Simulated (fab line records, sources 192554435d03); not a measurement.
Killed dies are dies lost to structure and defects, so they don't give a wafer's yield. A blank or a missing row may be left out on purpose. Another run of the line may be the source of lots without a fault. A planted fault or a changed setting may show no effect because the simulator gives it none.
fab line records	flow n5Finfet
record lots=10	wafers=28	lastDay=16
route steps=1938 shown BEOL_M1@822 BEOL_M2@841 BEOL_M4@1111 PASSIVATION@1936
lots that met no fault: from a run of the same line without faults
startH: hours from the record's opening day to when the first of the lot's shown wafers began	waitH: time in hours since the lot's previous step	" identical to the entry in the row above	L1.1+2: a single row standing in for several wafers	- no value, or no start was given	* or withheld: withheld	< > ~ a bound
route shown NAME@n: NAME is a module with steps in the file, n the number in the route of the first one	usual: mean/standard deviation of fault-free wafers	same: alike in all rows	chamber/n: place in a boat	sites: each site's reading	_std_site: standard deviation across them	_edge_site: the outer-site mean with the inner-site mean subtracted	radiusMm: for every site, how far away it sits from the centre of the wafer	mask NAME#n: copy n	behind: the last tool/chamber to shape the wafer	hold: cause of the lot's hold/its duration in hours/its outcome	device: whichever transistor did not switch (one of n, p or np)	end of line: the same wafers' tests at the end of the route	step lacking rows: just its recipe	killed: dies lost to structure and defects at the first sort, not the wafer's yield	map: a wafer's dies, marking killed ones x, the rest . and places with no die _
set.NAME: the setting that was run; set.NAME@STEP: the one run at that earlier step	model.NAME: the simulator's own value behind a step, which no gauge read
route steps across a sampled set of lots; one table per step, one row per wafer
services: from which hour (startH, from the record's first day; less than 0 if before it) a tool's chamber was out of use, for how many hours, and why
## steps
# step N5_BEOL_M1_SPUTTER_88
# recipe material=Cu	targetThkA=45	tempC=-20	chamberPressurePa=0.07	powerW=withheld	timeS=8.29
# usual throttleValvePct=29.8/1
lot.wafer	tool	chamber	startH	waitH	throttleValvePct
L452.1	pvdSputter-02	-	132.49	0.1	28.7
L452.2	"	-	"	"	31.4
L452.3	"	-	"	"	30.4
L456.2	pvdSputter-02	-	154.29	0.1	28.8
L456.4	"	-	"	"	31.2
L456.6	"	-	"	"	30.1
L457.1	pvdSputter-03	-	158.96	0.1	30.1
L457.2	"	-	"	"	29.0
L457.4	"	-	"	"	30.8
L458.2	pvdSputter-02	-	162.21	0.1	28.8
L458.3	"	-	"	"	28.6
L458.6	"	-	"	"	28.4
L459.1	pvdSputter-02	-	172.62	0.1	28.6
L459.3	"	-	"	"	31.3
L459.6	"	-	"	"	28.5
L460.2	pvdSputter-03	-	177.45	0.1	29.3
L460.3	"	-	"	"	29.8
L460.6	"	-	"	"	30.1
L461.3	pvdSputter-01	-	186.68	0.1	30.0
L461.4	"	-	"	"	30.4
L461.5	"	-	"	"	31.1
L464.2	pvdSputter-02	-	193.59	0.1	30.1
L464.3	"	-	"	"	28.4
L470.1	pvdSputter-03	-	237.09	0.1	29.2
L470.2	"	-	"	"	30.4
L471.1	pvdSputter-03	-	243.75	0.1	30.8
L471.3	"	-	"	"	29.6
L471.4	"	-	"	"	30.0
# step N5_BEOL_M1_ANNEAL_93
# recipe tempC=400	timeS=240	ambient=vacuum
# usual heaterPowerW=815/76
lot.wafer	tool	chamber	startH	waitH	heaterPowerW
L452.1	pvdSputter-02	-	133.01	0.0	772
L452.2	"	-	"	"	844
L452.3	"	-	"	"	872
L456.2	pvdSputter-02	-	154.81	0.0	760
L456.4	"	-	"	"	842
L456.6	"	-	"	"	881
L457.1	pvdSputter-03	-	159.48	0.0	809
L457.2	"	-	"	"	882
L457.4	"	-	"	"	748
L458.2	pvdSputter-02	-	162.73	0.0	792
L458.3	"	-	"	"	759
L458.6	"	-	"	"	763
L459.1	pvdSputter-02	-	173.14	0.0	810
L459.3	"	-	"	"	850
L459.6	"	-	"	"	817
L460.2	pvdSputter-03	-	177.97	0.0	877
L460.3	"	-	"	"	819
L460.6	"	-	"	"	809
L461.3	pvdSputter-01	-	187.20	0.0	912
L461.4	"	-	"	"	773
L461.5	"	-	"	"	925
L464.2	pvdSputter-02	-	194.11	0.0	848
L464.3	"	-	"	"	761
L470.1	pvdSputter-03	-	237.61	0.0	904
L470.2	"	-	"	"	646
L471.1	pvdSputter-03	-	244.27	0.0	751
L471.3	"	-	"	"	871
L471.4	"	-	"	"	805
# step N5_BEOL_M1_DEP_57
# recipe material=SiCN	targetThkA=80	tempC=withheld	precursor=3MS/NH3	pressureTorr=3	rfW=202	timeS=14
# usual showerheadPlenumPTorr=3.662/0.017	throttleValvePct=8.9/0.47
lot.wafer	tool	chamber	startH	waitH	showerheadPlenumPTorr	throttleValvePct
L452.1	pecvd-03	1	134.35	0.0	3.670	9.4
L452.2	"	0	"	"	3.683	8.7
L452.3	"	2	"	"	3.641	9.2
L456.2	pecvd-01	1	156.15	0.0	3.678	8.8
L456.4	"	1	"	"	3.662	9.1
L456.6	"	2	"	"	3.671	8.6
L457.1	pecvd-03	1	160.82	0.0	3.688	9.6
L457.2	"	0	"	"	3.692	8.8
L457.4	"	0	"	"	3.683	8.7
L458.2	pecvd-03	0	164.07	0.0	3.686	9.0
L458.3	"	1	"	"	3.677	9.5
L458.6	"	1	"	"	3.680	9.6
L459.1	pecvd-02	0	174.74	0.0	3.665	8.7
L459.3	"	2	"	"	3.644	8.3
L459.6	"	2	"	"	3.651	8.1
L460.2	pecvd-02	1	179.31	0.0	3.658	9.6
L460.3	"	2	"	"	3.646	8.1
L460.6	"	1	"	"	3.663	9.1
L461.3	pecvd-02	0	188.58	0.0	3.648	9.1
L461.4	"	1	"	"	3.660	9.3
L461.5	"	2	"	"	3.646	8.1
L464.2	pecvd-01	0	196.31	0.0	3.649	8.6
L464.3	"	2	"	"	3.672	8.5
L470.1	pecvd-03	1	238.96	0.0	3.680	9.6
L470.2	"	2	"	"	3.642	8.9
L471.1	pecvd-02	0	245.61	0.0	3.648	8.7
L471.3	"	2	"	"	3.646	8.2
L471.4	"	1	"	"	3.652	9.5
# step N5_BEOL_M2_ILD_DEP_00
# recipe material=SiOC	targetThkA=790	tempC=350	precursor=DEMS/O2	pressureTorr=5	rfW=500	timeS=15.3
# usual heaterPowerOuterW=257/34	heaterPowerW=491/52	showerheadPlenumPTorr=5.692/0.014	throttleValvePct=11.9/0.54
lot.wafer	tool	chamber	startH	waitH	heaterPowerOuterW	heaterPowerW	showerheadPlenumPTorr	throttleValvePct
L452.1	pecvd-01	2	134.48	0.0	292	563	5.705	11.3
L452.2	"	1	"	"	199	444	5.710	11.7
L452.3	"	0	"	"	251	452	5.691	11.3
L456.2	pecvd-04	1	156.28	0.0	264	484	5.667	11.9
L456.4	"	2	"	"	275	501	5.696	12.0
L456.6	"	1	"	"	269	485	5.684	11.9
L457.1	pecvd-01	1	160.95	0.0	198	421	5.695	11.9
L457.2	"	0	"	"	208	403	5.697	11.6
L457.4	"	0	"	"	215	390	5.695	11.4
L458.2	pecvd-01	2	164.20	0.0	277	556	5.711	11.2
L458.3	"	0	"	"	281	492	5.698	11.4
L458.6	"	1	"	"	253	514	5.689	12.0
L459.1	pecvd-01	2	174.87	0.0	270	547	5.717	11.4
L459.3	"	1	"	"	207	447	5.707	11.9
L459.6	"	0	"	"	289	497	5.683	11.3
L460.2	pecvd-03	0	179.44	0.0	272	548	5.704	11.6
L460.3	"	1	"	"	319	562	5.729	12.6
L460.6	"	2	"	"	184	433	5.662	12.2
L461.3	pecvd-01	2	188.71	0.0	284	556	5.694	11.3
L461.4	"	2	"	"	284	574	5.686	11.4
L461.5	"	1	"	"	275	524	5.708	12.0
L464.2	pecvd-04	1	196.44	0.0	281	508	5.687	11.8
L464.3	"	0	"	"	223	429	5.680	12.8
L470.1	pecvd-03	1	239.09	0.0	313	525	5.701	12.9
L470.2	"	2	"	"	253	506	5.670	12.0
L471.1	pecvd-03	0	245.74	0.0	238	478	5.711	11.8
L471.3	"	1	"	"	252	458	5.716	12.7
L471.4	"	0	"	"	238	495	5.709	11.6
# step N5_BEOL_M2_THK_MEAS_01
# recipe reads=SiOC_of_BEOL_M2_ILD_DEP_00
# usual M2_ILD_THK=79.0/1.1
lot.wafer	tool	chamber	startH	waitH	M2_ILD_THK[nm]
L452.1	filmMetro-01	-	134.55	0.0	79.9
L452.2	"	-	"	"	79.4
L452.3	"	-	"	"	78.5
L456.2	filmMetro-01	-	156.35	0.1	79.3
L456.4	"	-	"	"	79.6
L456.6	"	-	"	"	79.7
L457.1	filmMetro-02	-	161.02	0.0	79.0
L457.2	"	-	"	"	78.8
L457.4	"	-	"	"	78.3
L458.2	filmMetro-02	-	164.27	0.1	79.1
L458.3	"	-	"	"	77.6
L458.6	"	-	"	"	81.0
L459.1	filmMetro-02	-	174.94	0.0	77.5
L459.3	"	-	"	"	106.5
L459.6	"	-	"	"	78.8
L460.2	filmMetro-02	-	179.51	0.1	78.6
L460.3	"	-	"	"	77.9
L460.6	"	-	"	"	78.7
L461.3	filmMetro-01	-	188.77	0.1	108.5
L461.4	"	-	"	"	81.4
L461.5	"	-	"	"	109.8
L464.2	filmMetro-02	-	196.51	0.1	78.4
L464.3	"	-	"	"	77.5
L470.1	filmMetro-02	-	239.16	0.0	78.2
L470.2	"	-	"	"	78.3
L471.1	filmMetro-02	-	245.81	0.0	78.2
L471.3	"	-	"	"	78.1
L471.4	"	-	"	"	79.9
# step N5_BEOL_M4_RC_MEAS_101
# usual DIBL_N=36.6/2.1	DIBL_P=36.3/2.2	IOFF_N=0.16/0.036	IOFF_P=0.21/0.038	ION_N=671/12	ION_P=460/7.5	SS_N=71.8/0.72	SS_P=73.3/0.72	VT_N=250/3.2	VT_P=-250/3.5
lot.wafer	tool	chamber	startH	waitH	DIBL_N[mV/V]	DIBL_P[mV/V]	IOFF_N[nA/um]	IOFF_P[nA/um]	ION_N[uA/um]	ION_P[uA/um]	SS_N[mV/dec]	SS_P[mV/dec]	VT_N[mV]	VT_P[mV]
L452.1	prober-02	0	162.49	0.0	40.1	39.8	0.20	0.21	675	456	72.6	73.9	248	-254
L452.2	"	0	"	"	35.0	35.4	0.12	0.16	655	453	71.2	72.8	253	-257
L452.3	"	0	"	"	37.9	38.1	0.16	0.19	669	456	71.4	73.9	252	-257
L456.2	prober-01	0	185.55	0.2	39.1	39.6	0.20	0.25	683	458	72.3	74.0	249	-247
L456.4	"	0	"	"	34.7	33.7	0.13	0.17	654	451	71.3	72.3	252	-252
L456.6	"	0	"	"	33.8	33.0	0.11	0.15	656	454	70.9	72.3	252	-255
L457.1	prober-01	0	192.08	0.0	37.5	36.5	0.18	0.23	673	463	71.3	73.2	247	-248
L457.2	"	0	"	"	38.7	37.5	0.21	0.27	697	474	72.4	73.8	246	-245
L457.4	"	0	"	"	39.7	39.3	0.24	0.32	686	464	72.7	74.3	242	-242
L458.2	prober-01	0	196.20	0.2	38.5	37.8	0.21	0.25	682	463	72.4	73.7	245	-249
L458.3	"	0	"	"	38.6	37.6	0.19	0.24	673	457	72.1	74.1	249	-250
L458.6	"	0	"	"	39.4	37.8	0.20	0.25	678	463	73.1	74.3	249	-248
L460.2	prober-01	0	209.11	0.2	35.7	35.6	0.16	0.21	674	459	71.9	73.0	248	-252
L460.3	"	0	"	"	36.0	36.6	0.16	0.23	673	462	71.8	73.2	250	-249
L460.6	"	0	"	"	35.9	36.8	0.16	0.22	673	458	72.2	73.3	249	-250
L459.1	prober-02	0	212.55	0.0	38.0	36.7	0.17	0.23	659	459	72.0	73.5	249	-247
L459.6	"	0	"	"	40.2	38.5	0.21	0.26	673	461	72.8	73.4	245	-247
L461.4	prober-02	0	218.95	0.5	35.4	35.9	0.15	0.21	678	470	71.0	73.1	249	-249
L464.2	prober-01	0	227.19	0.2	36.3	36.0	0.15	0.20	648	449	71.5	72.8	251	-248
L464.3	"	0	"	"	38.9	39.8	0.22	0.26	677	462	72.6	73.6	246	-245
L470.1	prober-02	0	275.01	0.0	34.1	35.0	0.13	0.18	680	464	71.4	72.3	249	-251
L470.2	"	0	"	"	36.6	37.4	0.18	0.21	669	456	72.4	73.0	249	-252
L471.1	prober-01	0	279.65	0.0	37.1	38.6	0.14	0.21	657	457	71.7	74.2	252	-251
L471.3	"	0	"	"	36.6	35.5	0.13	0.16	653	443	71.6	73.5	254	-257
L471.4	"	0	"	"	35.7	35.3	0.12	0.16	648	447	71.1	72.5	255	-254
# step N5_PASSIVATION_PROBE_49
# usual defectLimitedYield=91.1/1.4	killed_at_M0_to_M3=33/9.1	killed_at_M4_up=14/5.6	killedAtContacts=13/5.7	killedAtFrontEnd=42/12	killedAtOther=4/3	killedDies=105/16	killedOnRim=13/4	killedOpen=69/11	killedShort=34/7.5	sort_bin_5_function=5.2/0.91	sort_bin_6_memory=3.3/0.64	sort_bin_8_speed=0.0/0.37	sortNPass=1075/16	sortYieldPct=91.1/1.4
# same grossDies=1180	killedAtBackSide=0	sort_bin_4_leakage[%]=0
lot.wafer	tool	chamber	startH	waitH	defectLimitedYield[%]	killed_at_M0_to_M3	killed_at_M4_up	killedAtContacts	killedAtFrontEnd	killedAtOther	killedDies	killedOnRim	killedOpen	killedShort	sort_bin_5_function[%]	sort_bin_6_memory[%]	sort_bin_8_speed[%]	sortNPass	sortYieldPct[%]
L452.1	prober-02	-	262.73	0.0	90.3	28	19	11	54	2	114	14	73	37	5.4	3.6	0	1066	90.3
L452.2	prober-02	-	262.78	0.1	91.6	28	24	12	33	2	99	10	66	28	4.5	3.6	0	1081	91.6
L452.3	prober-02	-	262.83	0.1	91.5	29	13	6	51	1	100	9	66	33	4.4	3.8	0	1080	91.5
L456.2	prober-01	-	283.81	0.1	91.3	18	13	19	51	2	103	8	61	42	4.9	3.3	0	1077	91.3
L456.4	prober-01	-	283.91	0.2	91.7	31	13	14	33	7	98	11	54	40	5.1	2.9	0	1082	91.7
L456.6	prober-01	-	284.01	0.3	91.9	35	10	15	34	1	95	8	61	32	5.4	2.3	0	1085	91.9
L457.1	prober-01	-	296.94	0.0	90.0	31	14	31	33	9	118	13	75	43	5.8	3.9	0	1062	90.0
L457.2	prober-01	-	296.99	0.1	91.4	34	19	13	31	4	101	12	66	34	4.9	3.4	0	1079	91.4
L457.4	prober-01	-	297.09	0.2	90.5	53	12	9	31	7	112	16	69	42	5.0	4.2	0	1068	90.5
L458.2	prober-01	-	300.77	0.5	89.4	39	8	9	65	4	125	16	75	48	6.3	4.2	0	1055	89.4
L458.3	prober-01	-	300.82	0.5	89.3	37	13	16	52	8	126	19	76	47	6.4	3.9	0	1054	89.3
L458.6	prober-01	-	300.97	0.7	89.5	32	17	15	54	6	124	19	82	39	6.2	3.9	0	1056	89.5
L460.2	prober-02	-	309.78	0.1	92.3	36	10	15	28	2	91	13	65	26	4.6	3.1	0	1089	92.3
L460.3	prober-02	-	309.83	0.1	89.5	41	13	16	53	1	124	8	72	51	5.8	4.0	0	1056	89.5
L460.6	prober-02	-	309.98	0.3	91.0	45	3	13	41	4	106	18	63	42	5.2	3.1	0	1074	91.0
L461.3	prober-02	-	310.98	0.1	10.3	1006	14	13	20	5	1058	72	68	36	86.0	3.5	0	122	10.3
L461.4	prober-02	-	311.03	0.2	92.1	29	12	11	37	4	93	12	51	39	4.4	3.1	0	1087	92.1
L461.5	prober-02	-	311.08	0.2	11.4	999	12	12	23	0	1046	60	53	20	86.1	2.3	0	134	11.4
L459.1	prober-01	-	311.01	0.2	92.3	37	12	11	30	1	91	14	64	25	4.4	3.1	0	1089	92.3
L459.3	prober-01	-	311.11	0.3	11.5	986	8	11	39	0	1044	55	51	33	85.8	2.4	0	136	11.5
L459.6	prober-01	-	311.26	0.4	89.6	32	10	8	68	5	123	15	80	43	6.0	4.0	0	1057	89.6
L464.2	prober-02	-	326.55	0.1	91.4	32	20	10	37	3	102	11	72	28	5.5	2.8	0	1078	91.4
L464.3	prober-02	-	326.60	0.1	92.5	14	21	16	31	6	88	6	63	24	4.2	3.1	0	1092	92.5
L470.1	prober-01	-	378.24	0.0	90.8	33	18	3	46	8	108	19	72	36	4.7	4.1	0	1072	90.8
L470.2	prober-01	-	378.29	0.1	89.9	40	17	11	46	5	119	9	78	39	5.7	3.9	0.1	1061	89.9
L471.1	prober-02	-	378.85	0.0	90.4	33	6	10	62	2	113	16	83	26	5.8	3.6	0	1067	90.4
L471.3	prober-02	-	378.95	0.1	89.7	53	11	17	38	3	122	15	91	27	6.2	4.0	0	1058	89.7
L471.4	prober-02	-	379.00	0.2	90.8	48	9	7	44	0	108	13	74	33	5.8	3.3	0	1072	90.8
# killed by level:class
L452.1 FIN_SAQP:geometricParticle:open=15 STI_FIN_REVEAL:geometricParticle:open=13 BEOL_M3:geometricParticle:open=10 FIN_SAQP:geometricParticle:short=8 MOL_CONTACT_COAG:geometricParticle:open=7 BEOL_M4:geometricParticle:open=5 BEOL_M0_SAQP:geometricParticle:open=5 MOL_CONTACT_COAG:geometricParticle:short=4
L452.2 BEOL_M4:geometricParticle:open=15 FIN_SAQP:geometricParticle:open=10 BEOL_M3:geometricParticle:open=10 FIN_SAQP:geometricParticle:short=8 MOL_CONTACT_COAG:geometricParticle:open=8 GATE_CUT:geometricParticle:short=5 BEOL_M2:geometricParticle:open=5 MOL_CONTACT_COAG:geometricParticle:short=4
L452.3 FIN_SAQP:geometricParticle:short=14 BEOL_M3:geometricParticle:open=13 FIN_SAQP:geometricParticle:open=11 BEOL_M4:geometricParticle:open=8 BEOL_M2:geometricParticle:open=7 MOL_CONTACT_COAG:geometricParticle:open=5 STI_FIN_REVEAL:geometricParticle:open=5 GATE_CUT:geometricParticle:short=5
L456.2 MOL_CONTACT_COAG:geometricParticle:open=15 FIN_SAQP:geometricParticle:short=12 BEOL_M0_SAQP:geometricParticle:short=9 DUMMY_GATE:geometricParticle:open=8 FIN_SAQP:geometricParticle:open=6 GATE_CUT:geometricParticle:short=6 ILD0:geometricParticle:open=5 MOL_CONTACT_COAG:geometricParticle:short=4
L456.4 FIN_SAQP:geometricParticle:short=12 BEOL_M0_SAQP:geometricParticle:short=11 MOL_CONTACT_COAG:geometricParticle:open=11 FIN_SAQP:geometricParticle:open=8 BEOL_M1:geometricParticle:open=7 BEOL_M0_SAQP:geometricParticle:open=6 GATE_CUT:geometricParticle:open=3 MOL_CONTACT_COAG:geometricParticle:short=3
L456.6 GATE_CUT:geometricParticle:open=8 MOL_CONTACT_COAG:geometricParticle:open=8 BEOL_M0_SAQP:geometricParticle:short=8 FIN_SAQP:geometricParticle:open=7 BEOL_M2:geometricParticle:open=7 BEOL_M3:geometricParticle:open=7 GATE_CUT:geometricParticle:short=6 MOL_CONTACT_COAG:geometricParticle:short=6
L457.1 MOL_CONTACT_COAG:geometricParticle:open=27 BEOL_M0_SAQP:geometricParticle:short=13 BEOL_M4:geometricParticle:open=6 DUMMY_GATE:geometricParticle:open=5 BEOL_M2:geometricParticle:open=5 FIN_SAQP:geometricParticle:short=4 GATE_CUT:geometricParticle:open=4 MOL_CONTACT_COAG:geometricParticle:short=4
L457.2 BEOL_M4:geometricParticle:open=10 MOL_CONTACT_COAG:geometricParticle:open=9 BEOL_M3:geometricParticle:open=8 BEOL_M0_SAQP:geometricParticle:open=7 BEOL_M0_SAQP:geometricParticle:short=6 DUMMY_GATE:geometricParticle:open=5 MOL_CONTACT_COAG:geometricParticle:short=4 BEOL_M2:geometricParticle:open=4
L457.4 BEOL_M0_SAQP:geometricParticle:short=12 BEOL_M1:geometricParticle:open=10 BEOL_M2:geometricParticle:open=8 BEOL_M3:geometricParticle:open=8 FIN_SAQP:geometricParticle:short=7 MOL_CONTACT_COAG:geometricParticle:open=7 BEOL_M0_SAQP:geometricParticle:open=7 GATE_CUT:geometricParticle:short=6
L458.2 FIN_SAQP:geometricParticle:short=20 FIN_SAQP:geometricParticle:open=20 STI_FIN_REVEAL:geometricParticle:open=14 BEOL_M0_SAQP:geometricParticle:short=13 BEOL_M0_SAQP:geometricParticle:open=10 MOL_CONTACT_COAG:geometricParticle:open=6 BEOL_M0:geometricParticle:open=4 BEOL_M1:geometricParticle:open=4
L458.3 FIN_SAQP:geometricParticle:short=18 MOL_CONTACT_COAG:geometricParticle:open=13 FIN_SAQP:geometricParticle:open=10 BEOL_M0_SAQP:geometricParticle:open=10 DUMMY_GATE:geometricParticle:open=9 BEOL_M0_SAQP:geometricParticle:short=9 BEOL_M1:geometricParticle:open=8 STI_FIN_REVEAL:geometricParticle:open=4
L458.6 FIN_SAQP:geometricParticle:short=15 FIN_SAQP:geometricParticle:open=13 MOL_CONTACT_COAG:geometricParticle:open=12 BEOL_M0_SAQP:geometricParticle:open=10 DUMMY_GATE:geometricParticle:open=8 BEOL_M0_SAQP:geometricParticle:short=7 BEOL_M2:geometricParticle:open=7 BEOL_M5:geometricParticle:open=6
L460.2 MOL_CONTACT_COAG:geometricParticle:open=11 FIN_SAQP:geometricParticle:open=8 BEOL_M2:geometricParticle:open=7 STI_FIN_REVEAL:geometricParticle:open=6 BEOL_M1:geometricParticle:open=6 BEOL_M0_SAQP:geometricParticle:short=6 BEOL_M0_SAQP:geometricParticle:open=5 BEOL_M3:geometricParticle:open=5
L460.3 STI_FIN_REVEAL:geometricParticle:open=10 FIN_SAQP:geometricParticle:short=9 BEOL_M1:geometricParticle:open=9 MOL_CONTACT_COAG:geometricParticle:open=9 FIN_SAQP:geometricParticle:open=7 MOL_CONTACT_COAG:geometricParticle:short=7 DUMMY_GATE:geometricParticle:open=6 BEOL_M1:geometricParticle:short=6
L460.6 FIN_SAQP:geometricParticle:short=13 FIN_SAQP:geometricParticle:open=11 BEOL_M1:geometricParticle:open=11 BEOL_M0_SAQP:geometricParticle:short=10 BEOL_M3:geometricParticle:open=10 MOL_CONTACT_COAG:geometricParticle:open=9 BEOL_M0_SAQP:geometricParticle:open=4 BEOL_M2:geometricParticle:short=4
L461.3 BEOL_M2:areaDep=954 BEOL_M2:geometricParticle:open=20 MOL_CONTACT_COAG:geometricParticle:open=12 BEOL_M2:geometricParticle:short=7 BEOL_M3:geometricParticle:open=7 GATE_CUT:geometricParticle:short=6 BEOL_M1:geometricParticle:short=5 BEOL_M0_SAQP:geometricParticle:short=4
L459.1 BEOL_M0_SAQP:geometricParticle:open=13 MOL_CONTACT_COAG:geometricParticle:open=9 STI_FIN_REVEAL:geometricParticle:open=8 BEOL_M0_SAQP:geometricParticle:short=8 FIN_SAQP:geometricParticle:open=5 DUMMY_GATE:geometricParticle:open=4 BEOL_M1:geometricParticle:open=4 BEOL_M2:geometricParticle:open=4
L461.4 MOL_CONTACT_COAG:geometricParticle:open=10 STARTING-WAFER:geometricParticle:short=8 BEOL_M3:geometricParticle:open=7 BEOL_M2:geometricParticle:open=6 GATE_CUT:geometricParticle:short=5 BEOL_M0:geometricParticle:open=5 BEOL_M4:geometricParticle:open=5 BEOL_M4:geometricParticle:short=4
L461.5 BEOL_M2:areaDep=972 MOL_CONTACT_COAG:geometricParticle:open=8 BEOL_M4:geometricParticle:open=8 FIN_SAQP:geometricParticle:open=5 BEOL_M0_SAQP:geometricParticle:open=5 BEOL_M3:geometricParticle:open=5 BEOL_M1:geometricParticle:open=4 BEOL_M2:geometricParticle:open=4
L459.3 BEOL_M2:areaDep=960 FIN_SAQP:geometricParticle:short=9 BEOL_M0_SAQP:geometricParticle:open=8 STI_FIN_REVEAL:geometricParticle:open=6 MOL_CONTACT_COAG:geometricParticle:open=6 FIN_SAQP:geometricParticle:open=5 MOL_CONTACT_COAG:geometricParticle:short=5 BEOL_M1:geometricParticle:open=5
L459.6 STI_FIN_REVEAL:geometricParticle:open=26 FIN_SAQP:geometricParticle:short=10 BEOL_M0_SAQP:geometricParticle:short=10 BEOL_M0_SAQP:geometricParticle:open=10 FIN_SAQP:geometricParticle:open=8 MOL_CONTACT_COAG:geometricParticle:open=6 STI_FIN_REVEAL:geometricParticle:short=5 DUMMY_GATE:geometricParticle:open=5
L464.2 FIN_SAQP:geometricParticle:open=15 BEOL_M4:geometricParticle:open=8 BEOL_M0_SAQP:geometricParticle:short=7 BEOL_M1:geometricParticle:open=7 BEOL_M3:geometricParticle:open=7 DUMMY_GATE:geometricParticle:open=6 MOL_CONTACT_COAG:geometricParticle:open=6 BEOL_M0_SAQP:geometricParticle:open=6
L464.3 MOL_CONTACT_COAG:geometricParticle:open=13 FIN_SAQP:geometricParticle:open=8 BEOL_M4:geometricParticle:open=8 DUMMY_GATE:geometricParticle:open=7 BEOL_M0_SAQP:geometricParticle:open=5 STI_FIN_REVEAL:geometricParticle:open=4 BEOL_M2:geometricParticle:open=4 FIN_SAQP:geometricParticle:short=3
L470.1 STI_FIN_REVEAL:geometricParticle:open=12 BEOL_M0_SAQP:geometricParticle:short=12 BEOL_M0_SAQP:geometricParticle:open=11 BEOL_M4:geometricParticle:open=10 FIN_SAQP:geometricParticle:short=9 FIN_SAQP:geometricParticle:open=6 BEOL_M3:geometricParticle:open=5 PASS1_CAP:geometricParticle:open=4
L470.2 BEOL_M4:geometricParticle:open=13 STI_FIN_REVEAL:geometricParticle:open=10 BEOL_M3:geometricParticle:open=10 FIN_SAQP:geometricParticle:short=9 FIN_SAQP:geometricParticle:open=9 MOL_CONTACT_COAG:geometricParticle:open=9 BEOL_M0_SAQP:geometricParticle:short=8 BEOL_M0_SAQP:geometricParticle:open=7
L471.1 BEOL_M2:geometricParticle:open=20 FIN_SAQP:geometricParticle:open=18 FIN_SAQP:geometricParticle:short=10 MOL_CONTACT_COAG:geometricParticle:open=10 DUMMY_GATE:geometricParticle:open=9 STI_FIN_REVEAL:geometricParticle:open=5 GATE_CUT:geometricParticle:open=4 BEOL_M0_SAQP:geometricParticle:open=4
L471.3 BEOL_M2:geometricParticle:open=20 BEOL_M3:geometricParticle:open=19 FIN_SAQP:geometricParticle:open=16 MOL_CONTACT_COAG:geometricParticle:open=13 FIN_SAQP:geometricParticle:short=8 MOL_CONTACT_COAG:geometricParticle:short=4 BEOL_M3:geometricParticle:short=4 BEOL_M4:geometricParticle:open=4
L471.4 BEOL_M2:geometricParticle:open=21 FIN_SAQP:geometricParticle:open=11 FIN_SAQP:geometricParticle:short=8 BEOL_M3:geometricParticle:open=8 BEOL_M0_SAQP:geometricParticle:short=6 STI_FIN_REVEAL:geometricParticle:open=6 BEOL_M2:geometricParticle:short=6 DUMMY_GATE:geometricParticle:open=5
## services
tool	chamber	startH	hours	kind
pecvd-02	0	110.42	2.1	scheduledDown
pecvd-01	2	114.12	2.1	scheduledDown
pecvd-02	2	124.07	2.3	repair
pvdSputter-01	-	129.27	6.9	repair
pvdSputter-01	-	161.78	0.8	repair
pecvd-02	2	180.04	2.1	scheduledDown
pecvd-02	1	195.84	18.6	repair
pecvd-03	1	204.64	2.1	scheduledDown
pecvd-01	1	216.41	5.0	repair
pecvd-04	2	226.18	5.5	scheduledDown
## key
firstSign step=N5_BEOL_M2_THK_MEAS_01	reading=M2_ILD_THK	direction=up	sigmas=28	usual=79.0	struck=108.3
effect step=N5_PASSIVATION_PROBE_49	reading=killed_at_M0_to_M3	direction=up	sigmas=99+	usual=33	struck=997
moreKillsBornAt N5_BEOL_M2_ILD_DEP_00@pecvd-01=2886
metAt N5_BEOL_M2_ILD_DEP_00
struckLots L459,L461
struckWafers L459.3,L461.3,L461.5
laterRowsLeftOut L459.3,L461.3,L461.5
notActingAt N5_BEOL_M1_SPUTTER_88,N5_BEOL_M1_ANNEAL_93,N5_BEOL_M1_DEP_57
onsetBetween 164.20 174.87
fault kind=processParameterDrift	tool=pecvd-01	chamber=-	onsetH=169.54	steps=N5_BEOL_M2_ILD_DEP_00	channel=targetThkA	offset=*	shape=step	endH=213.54	scope=struckWafersOnly	actsIn=*	stated=*
# laterRowsLeftOut: the simulator's readings of these wafers behind a module that went badly wrong aren't trusted and aren't shown, but for the sort
